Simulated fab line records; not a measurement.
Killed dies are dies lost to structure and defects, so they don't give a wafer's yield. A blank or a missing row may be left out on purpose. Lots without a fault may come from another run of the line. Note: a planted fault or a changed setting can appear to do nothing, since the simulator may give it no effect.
fab line records	flow n5-finfet
[record] lots = 9	wafers = 27	last-day = 17
route steps=1938 shown BEOL_M0_SAQP@670 BEOL_M4@1111 PASSIVATION@1936
lots with no fault: from the same line, run without faults
start-h: start of the lot's first displayed wafer, in hours after the record's first day	wait-h: time in hours since the lot's previous step	" repeats the value in the row above	L1.1+2: a single row standing in for several wafers	- no value, or no start was given	* or withheld: withheld	< > ~ a bound
route shown NAME@n: NAME is a module with steps in the file, n the number in the route of the first one	usual: the fault-free wafers' mean and standard deviation	same: alike in all rows	chamber/n: place in a boat	sites: the reading at each site	_std_site: standard deviation of those values	_edge_site: mean of outer sites minus mean of inner sites	radius-mm: for every site, how far away it sits from the centre of the wafer	mask NAME#n: copy n	behind: tool/chamber where the wafer was last shaped	hold: the reason the lot was held/the length of the hold in hours/how it ended	device: the n, p or np transistor that did not switch	end of line: at the end of the route, the tests of the same wafers	a step without rows: its recipe alone	killed: dies that structure and defects cost at the first sort, which is not the same as the wafer's yield	map: a wafer's dies, marking killed ones x, the rest . and places with no die _
set.NAME: the run value of the setting; set.NAME@STEP: its run value at that earlier step	model.NAME: the simulator's own value behind a step, which no gauge read
a sample of lots followed through the steps of the route, with each step as a table and each wafer as a row
services: when a tool's chamber went out of use (start-h, in hours from the record's first day, below 0 if earlier), for how many hours, and the reason
[[steps]]
[step N5_BEOL_M0_SAQP_RECESS_104]
[recipe] chemistry = HF/NH3	target = SiO2	target-depth-a = 180	afs-cycles = 3	temp-c = 30	sublimation-temp-c = 180	sublimation-time-s = 60
[usual] drypump-motor-current-A = 5.5/0.35	temp-c = 29.99/0.12
lot.wafer	tool	chamber	start-h	wait-h	drypump-motor-current-A	temp-c
L831.3	vapor-etch-01	0	112.46	0.2	5.8	29.88
L831.4	"	1	"	"	5.0	30.07
L831.5	"	0	"	"	5.8	29.94
L832.2	vapor-etch-01	1	117.30	0.1	5.0	29.94
L832.4	"	1	"	"	5.0	29.81
L832.6	"	1	"	"	5.0	29.90
L837.1	vapor-etch-02	1	142.15	0.1	5.5	29.90
L837.3	"	1	"	"	5.5	29.80
L837.5	"	0	"	"	5.8	29.98
L838.2	vapor-etch-01	1	153.91	0.1	5.0	30.00
L838.4	"	0	"	"	5.8	30.09
L838.6	"	0	"	"	5.8	29.79
L844.1	vapor-etch-01	1	190.78	0.1	5.0	30.09
L844.4	"	0	"	"	5.8	30.05
L844.6	"	1	"	"	5.0	29.96
L845.1	vapor-etch-02	1	194.86	0.1	5.5	29.98
L845.3	"	1	"	"	5.5	30.08
L845.6	"	1	"	"	5.5	29.88
L849.2	vapor-etch-01	0	221.90	0.1	5.8	30.26
L849.3	"	1	"	"	5.0	29.83
L849.5	"	1	"	"	5.0	29.93
L853.3	vapor-etch-01	0	242.69	0.2	5.8	30.15
L853.5	"	1	"	"	5.0	30.06
L853.6	"	0	"	"	5.8	29.91
L854.1	vapor-etch-01	1	247.68	0.1	5.0	29.94
L854.2	"	0	"	"	5.8	30.15
L854.6	"	0	"	"	5.8	30.00
[step N5_BEOL_M0_SAQP_RECESS_109]
[recipe] chemistry = HF/NH3	target = SiO2	target-depth-a = 30	afs-cycles = 1	temp-c = 30	sublimation-temp-c = 180	sublimation-time-s = 60
[usual] drypump-motor-current-A = 5.5/0.32	temp-c = 29.99/0.12
lot.wafer	tool	chamber	start-h	wait-h	drypump-motor-current-A	temp-c
L831.3	vapor-etch-02	1	112.99	0.1	5.5	29.71
L831.4	"	0	"	"	5.8	29.97
L831.5	"	1	"	"	5.5	30.04
L832.2	vapor-etch-02	1	117.90	0.0	5.5	30.19
L832.4	"	1	"	"	5.5	30.27
L832.6	"	0	"	"	5.8	29.98
L837.1	vapor-etch-01	0	142.87	0.0	5.8	29.97
L837.3	"	0	"	"	5.8	29.97
L837.5	"	1	"	"	5.0	30.07
L838.2	vapor-etch-02	1	154.70	0.0	5.5	29.99
L838.4	"	1	"	"	5.5	29.76
L838.6	"	1	"	"	5.5	29.82
L844.1	vapor-etch-01	0	191.39	0.0	5.8	29.97
L844.4	"	1	"	"	5.0	29.95
L844.6	"	1	"	"	5.0	29.94
L845.1	vapor-etch-01	0	195.47	0.0	5.8	30.00
L845.3	"	1	"	"	5.0	29.89
L845.6	"	0	"	"	5.8	30.09
L849.2	vapor-etch-02	1	222.82	0.3	5.5	29.91
L849.3	"	1	"	"	5.5	29.94
L849.5	"	1	"	"	5.5	29.94
L853.3	vapor-etch-02	0	243.22	0.1	5.8	29.79
L853.5	"	0	"	"	5.7	29.88
L853.6	"	1	"	"	5.5	30.19
L854.1	vapor-etch-02	0	248.28	0.0	5.8	30.11
L854.2	"	1	"	"	5.5	29.86
L854.6	"	0	"	"	5.8	30.03
[step N5_BEOL_M0_SAQP_SPACER2_ALD_26]
[recipe] material = SiO2	target-thk-a = 150	temp-c = 300	ald-precursor-family = BDEAS	ald-co-reactant = O2-plasma	pulse-time-s = 1	purge-time-s = 2	co-reactant-purge-time-s = 2	pressure-torr = 2
[usual] heater-power-w = 458/40	precursor-pulse-height-rel = 0.998/0.021
lot.wafer	tool	chamber	start-h	wait-h	heater-power-w	precursor-pulse-height-rel
L831.3	ald-sin-03	3	113.10	0.1	457	1.006
L831.4	"	0	"	"	478	0.999
L831.5	"	0	"	"	489	1.016
L832.2	ald-sin-03	0	118.05	0.1	491	1.009
L832.4	"	3	"	"	464	1.010
L832.6	"	2	"	"	439	0.988
L837.1	ald-sin-01	2	143.02	0.1	526	0.994
L837.3	"	3	"	"	415	1.011
L837.5	"	3	"	"	416	0.957
L838.2	ald-sin-02	2	154.84	0.1	492	0.980
L838.4	"	0	"	"	415	1.006
L838.6	"	3	"	"	381	1.032
L844.1	ald-sin-01	3	191.54	0.1	430	1.025
L844.4	"	2	"	"	480	0.987
L844.6	"	2	"	"	486	0.989
L845.1	ald-sin-02	0	195.61	0.1	408	0.997
L845.3	"	1	"	"	452	0.996
L845.6	"	3	"	"	392	0.962
L849.2	ald-sin-02	0	223.10	0.2	413	0.971
L849.3	"	1	"	"	456	0.970
L849.5	"	0	"	"	404	0.957
L853.3	ald-sin-03	3	243.32	0.1	464	0.997
L853.5	"	2	"	"	450	1.006
L853.6	"	0	"	"	479	0.997
L854.1	ald-sin-03	3	248.43	0.1	462	1.006
L854.2	"	2	"	"	440	1.021
L854.6	"	3	"	"	470	0.992
[step N5_BEOL_M0_SAQP_COAT_87]
[recipe] resist = underlayer	temp-c = 205	time-s = 60	spin-rpm = 1500	resist-thk-nm = 5
[usual] resist-line-temp-C = 22.97/0.095	spin-speed-rpm = 1500.1/1.2
[same] time-s = 60
lot.wafer	tool	chamber	start-h	wait-h	resist-line-temp-C	spin-speed-rpm
L831.3	litho-track-03	0	113.88	-	23.04	1501.3
L831.4	"	0	"	"	22.98	1498.7
L831.5	"	0	"	"	23.00	1501.1
L832.2	litho-track-01	0	119.05	-	22.87	1500.1
L832.4	"	0	"	"	23.03	1500.0
L832.6	"	0	"	"	22.82	1502.0
L837.1	litho-track-01	0	143.84	-	23.09	1608.4
L837.3	"	0	"	"	23.02	1609.1
L837.5	"	0	"	"	23.15	1608.2
L838.2	litho-track-01	0	155.71	-	22.94	1607.9
L838.4	"	0	"	"	22.92	1607.6
L838.6	"	0	"	"	22.84	1607.9
L844.1	litho-track-03	0	192.33	-	23.01	1498.8
L844.4	"	0	"	"	22.89	1499.6
L844.6	"	0	"	"	23.18	1499.9
L845.1	litho-track-05	0	196.40	-	22.98	1501.4
L845.3	"	0	"	"	23.03	1502.9
L845.6	"	0	"	"	22.79	1499.5
L849.2	litho-track-01	0	227.05	-	23.11	1498.0
L849.3	"	0	"	"	22.88	1501.7
L849.5	"	0	"	"	22.91	1498.4
L853.3	litho-track-05	0	244.11	-	23.06	1500.5
L853.5	"	0	"	"	23.11	1500.6
L853.6	"	0	"	"	23.09	1500.0
L854.1	litho-track-03	0	249.28	-	23.15	1501.7
L854.2	"	0	"	"	22.95	1500.5
L854.6	"	0	"	"	22.92	1501.1
[step N5_BEOL_M4_RC_MEAS_101]
[usual] DIBL_N = 36.8/2.2	DIBL_P = 37.1/2.8	IOFF_N = 0.17/0.04	IOFF_P = 0.22/0.049	ION_N = 672/16	ION_P = 460/9.2	SS_N = 71.6/0.69	SS_P = 73.5/0.78	VT_N = 249/3.6	VT_P = -250/3.9
lot.wafer	tool	chamber	start-h	wait-h	DIBL_N[mV/V]	DIBL_P[mV/V]	IOFF_N[nA/um]	IOFF_P[nA/um]	ION_N[uA/um]	ION_P[uA/um]	SS_N[mV/dec]	SS_P[mV/dec]	VT_N[mV]	VT_P[mV]
L831.3	prober-01	0	158.88	0.3	34.6	32.9	0.13	0.15	677	457	71.2	72.6	251	-253
L831.4	"	0	"	"	39.5	37.6	0.21	0.21	667	451	72.4	74.0	249	-253
L831.5	"	0	"	"	40.4	38.7	0.24	0.22	674	450	72.4	73.6	247	-254
L832.2	prober-02	0	166.00	0.2	33.5	34.2	0.13	0.17	640	445	71.0	72.6	253	-250
L832.4	"	0	"	"	36.9	39.3	0.18	0.26	683	475	71.3	73.9	251	-248
L832.6	"	0	"	"	35.6	37.0	0.17	0.23	674	460	71.7	73.7	250	-248
L837.1	prober-02	0	186.90	0.0	30.5	28.5	0.08	0.11	647	444	70.0	72.0	257	-259
L837.3	"	0	"	"	38.6	40.2	0.21	0.25	664	456	72.3	74.9	248	-253
L837.5	"	0	"	"	37.9	38.6	0.20	0.22	683	463	72.4	74.4	248	-251
L838.2	prober-02	0	207.81	0.2	39.7	40.3	0.22	0.27	696	471	72.1	74.9	244	-250
L838.4	"	0	"	"	41.1	40.2	0.22	0.25	664	456	71.5	73.9	246	-250
L838.6	"	0	"	"	41.0	41.1	0.23	0.27	691	469	72.2	74.3	244	-247
L844.1	prober-02	0	242.97	0.0	33.8	33.3	0.12	0.21	645	455	70.3	72.8	253	-248
L844.4	"	0	"	"	36.5	36.7	0.15	0.27	659	468	71.6	73.7	252	-247
L844.6	"	0	"	"	32.0	31.2	0.10	0.18	656	461	70.1	72.2	255	-248
L845.1	prober-01	0	254.96	0.0	37.3	36.9	0.17	0.24	691	473	71.6	73.0	249	-243
L845.3	"	0	"	"	34.7	34.5	0.13	0.22	666	471	71.1	72.8	249	-247
L845.6	"	0	"	"	36.9	37.7	0.17	0.27	687	484	71.4	72.6	248	-244
L849.2	prober-02	0	280.17	0.2	34.0	33.7	0.13	0.19	664	458	70.4	73.1	252	-252
L849.3	"	0	"	"	36.2	35.2	0.15	0.20	652	452	71.9	73.1	252	-254
L849.5	"	0	"	"	34.6	33.4	0.14	0.17	659	455	71.2	73.2	250	-253
L853.3	prober-02	0	303.15	0.3	34.2	34.1	0.13	0.16	643	441	72.1	72.9	254	-256
L853.5	"	0	"	"	34.4	35.3	0.13	0.18	671	459	71.4	73.7	253	-255
L853.6	"	0	"	"	36.8	37.6	0.17	0.21	685	456	72.5	74.1	248	-252
L854.1	prober-01	0	304.53	0.0	37.5	38.1	0.20	0.27	678	460	72.5	73.3	244	-244
L854.2	"	0	"	"	37.0	37.6	0.18	0.27	678	468	71.6	73.6	248	-244
L854.6	"	0	"	"	37.4	38.8	0.21	0.29	691	465	72.0	72.6	245	-242
[step N5_PASSIVATION_PROBE_49]
[usual] defect-limited-yield = 91.1/1.5	killed_at_M0_to_M3 = 35/11	killed_at_M4_up = 13/5.7	killed-at-contacts = 12/5.7	killed-at-front-end = 40/11	killed-at-other = 4/4.4	killed-dies = 105/18	killed-open = 68/14	killed-short = 34/7.4	sort_bin_5_function = 5.2/1	sort_bin_6_memory = 3.3/0.67	sort_bin_8_speed = 0.04/0.29	sort-n-pass = 1074/18	sort-yield-pct = 91.0/1.5
[same] gross-dies = 1180	killed-at-back-side = 0	sort_bin_4_leakage[%] = 0
lot.wafer	tool	chamber	start-h	wait-h	defect-limited-yield[%]	killed_at_M0_to_M3	killed_at_M4_up	killed-at-contacts	killed-at-front-end	killed-at-other	killed-dies	killed-open	killed-short	sort_bin_5_function[%]	sort_bin_6_memory[%]	sort_bin_8_speed[%]	sort-n-pass	sort-yield-pct[%]
L844.1	prober-02	-	345.86	0.3	90.0	18	17	28	52	3	118	86	31	5.7	3.7	0	1062	90.0
L844.4	prober-02	-	346.01	0.5	93.1	20	14	9	35	4	82	56	22	3.4	3.1	0	1098	93.1
L844.6	prober-02	-	346.11	0.6	89.4	45	27	19	33	1	125	80	43	6.3	4.1	0	1055	89.4
L849.2	prober-01	-	383.15	0.1	90.5	24	19	29	39	1	112	75	31	5.6	3.4	0	1068	90.5
L849.3	prober-01	-	383.20	0.1	92.8	23	16	9	36	1	85	53	30	3.3	3.4	0	1095	92.8
L849.5	prober-01	-	383.30	0.2	92.3	21	9	9	50	2	91	53	32	3.6	3.1	0	1089	92.3
// killed by level:class
L844.1 STI_FIN_REVEAL:geometric-particle:open=23 MOL_CONTACT_COAG:geometric-particle:open=21 BEOL_M4:geometric-particle:open=9 MOL_CONTACT_COAG:geometric-particle:short=7 GATE_CUT:geometric-particle:open=6 STI_FIN_REVEAL:geometric-particle:short=5 BEOL_M0_SAQP:geometric-particle:open=4 BEOL_M1:geometric-particle:open=4
L844.4 BEOL_M4:geometric-particle:open=8 MOL_CONTACT_COAG:geometric-particle:open=7 STI_FIN_REVEAL:geometric-particle:open=6 BEOL_M0_SAQP:geometric-particle:short=5 FIN_SAQP:geometric-particle:short=4 GATE_CUT:geometric-particle:short=4 BEOL_M0_SAQP:geometric-particle:open=4 BEOL_M1:geometric-particle:open=4
L844.6 BEOL_M0_SAQP:geometric-particle:short=15 MOL_CONTACT_COAG:geometric-particle:open=14 STI_FIN_REVEAL:geometric-particle:open=12 BEOL_M4:geometric-particle:open=11 BEOL_M0_SAQP:geometric-particle:open=9 BEOL_M2:geometric-particle:open=6 MOL_CONTACT_COAG:geometric-particle:short=5 BEOL_M1:geometric-particle:open=5
L849.2 MOL_CONTACT_COAG:geometric-particle:open=22 BEOL_M4:geometric-particle:open=10 FIN_SAQP:geometric-particle:short=7 FIN_SAQP:geometric-particle:open=7 MOL_CONTACT_COAG:geometric-particle:short=7 ILD0:geometric-particle:open=6 BEOL_M0_SAQP:geometric-particle:short=6 BEOL_M1:geometric-particle:open=6
L849.3 BEOL_M0_SAQP:geometric-particle:open=8 FIN_SAQP:geometric-particle:open=7 FIN_SAQP:geometric-particle:short=7 MOL_CONTACT_COAG:geometric-particle:open=7 BEOL_M2:geometric-particle:open=7 STARTING-WAFER:geometric-particle:open=6 GATE_CUT:geometric-particle:short=4 BEOL_M4:geometric-particle:open=4
L849.5 FIN_SAQP:geometric-particle:short=8 FIN_SAQP:geometric-particle:open=7 STI_FIN_REVEAL:geometric-particle:open=7 MOL_CONTACT_COAG:geometric-particle:open=7 HKMG_FIN:area-etch=6 BEOL_M2:geometric-particle:open=5 BEOL_M0_SAQP:geometric-particle:short=5 BEOL_M4:geometric-particle:open=5
[[services]]
tool	chamber	start-h	hours	kind
vapor-etch-01	1	103.77	2.8	repair
ald-sin-03	0	126.03	3.6	repair
ald-sin-01	1	129.96	14.0	repair
ald-sin-02	1	152.20	10.6	repair
ald-sin-01	-	176.92	14.0	pm
ald-sin-01	0	176.92	14.0	vent-cycle
ald-sin-01	1	176.92	14.0	vent-cycle
ald-sin-01	2	176.92	14.0	vent-cycle
ald-sin-01	3	176.92	14.0	vent-cycle
ald-sin-03	1	186.99	105.9	repair
vapor-etch-02	-	188.21	2.8	pm
ald-sin-01	0	190.92	-	clean
ald-sin-01	1	190.92	-	clean
ald-sin-01	2	190.92	-	clean
ald-sin-01	3	190.92	-	clean
ald-sin-01	-	214.57	0.5	repair
ald-sin-02	2	215.11	8.9	repair
ald-sin-01	-	218.36	6.1	pm
ald-sin-03	-	224.98	0.7	repair
ald-sin-02	3	233.26	14.0	repair
vapor-etch-02	-	244.08	0.5	repair
[[key]]
[first-sign] step = N5_BEOL_M0_SAQP_COAT_87	reading = spin-speed-rpm	direction = up	sigmas = 89	usual = *	struck = *
effect none on later readings
met-at N5_BEOL_M0_SAQP_COAT_87
struck-lots L837,L838
not-acting-at N5_BEOL_M0_SAQP_RECESS_104,N5_BEOL_M0_SAQP_RECESS_109,N5_BEOL_M0_SAQP_SPACER2_ALD_26
onset-between 119.05 143.84
[fault] kind = process-parameter-drift	tool = litho-track-01	chamber = -	onset-h = 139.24	steps = N5_BEOL_M0_SAQP_COAT_87	channel = spin-rpm	offset = *	shape = step	end-h = 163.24	acts-in = *	stated = *
